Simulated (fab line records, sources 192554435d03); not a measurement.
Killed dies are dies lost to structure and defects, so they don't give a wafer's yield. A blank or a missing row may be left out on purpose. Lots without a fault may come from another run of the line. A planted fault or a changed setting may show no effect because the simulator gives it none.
Chamber matching | flow n5_finfet | N5_BEOL_M4_ETCH_77 on rie_diel-02: 4 sister chambers
The step etches underlayer in N2/H2, target depth 6.5 nm, time 5.2 s. 8 wafers are shown with their chamber, then 9 later ones without.

WAFERS WITH THEIR CHAMBER
wafer  | chamber | drypump_motor_current_A (A) | showerhead_plenum_p_Torr (Torr)
L077.6 | 2       | 5.0                         | 2.57
L079.1 | 2       | 4.9                         | 2.56
L079.6 | 1       | 6.7                         | 2.49
L091.5 | 3       | 5.9                         | 2.69
L091.6 | 0       | 5.0                         | 2.71
L090.2 | 1       | 6.7                         | 2.48
L090.5 | 0       | 5.0                         | 2.71
L090.6 | 3       | 5.9                         | 2.69

WAFERS WITHOUT THEIR CHAMBER
wafer  | drypump_motor_current_A (A) | showerhead_plenum_p_Torr (Torr)
L093.3 | 5.0                         | 2.70
L093.4 | 6.7                         | 2.48
L093.6 | 4.9                         | 2.55
L096.2 | 6.7                         | 2.48
L096.4 | 5.0                         | 2.70
L096.5 | 5.0                         | 2.55
L097.1 | 5.9                         | 2.69
L097.2 | 5.0                         | 2.55
L097.5 | 6.7                         | 2.48

WHICH CHAMBER EACH WENT THROUGH
wafer  | from the rows above | in truth
L093.3 | 0                   | 0
L093.4 | 1                   | 1
L093.6 | 2                   | 2
L096.2 | 1                   | 1
L096.4 | 0                   | 0
L096.5 | 2                   | 2
L097.1 | 3                   | 3
L097.2 | 2                   | 2
L097.5 | 1                   | 1
Placed correctly: 9 of 9. Can't be placed from these rows: 0. Placed wrongly: 0.
How it was worked out, from the rows above alone: a wafer's distance from a chamber is the root of the sum, over the readings, of the square of ((its reading less the chamber's mean) divided by the reading's scatter). The wafer belongs to the nearest chamber; if the next one is less than 2 further off, it can't be placed. A chamber's mean is the mean of its shown wafers. The scatter: the root of (the sum of the squares of (reading less its chamber's mean) over the shown wafers, divided by (wafers less chambers)).
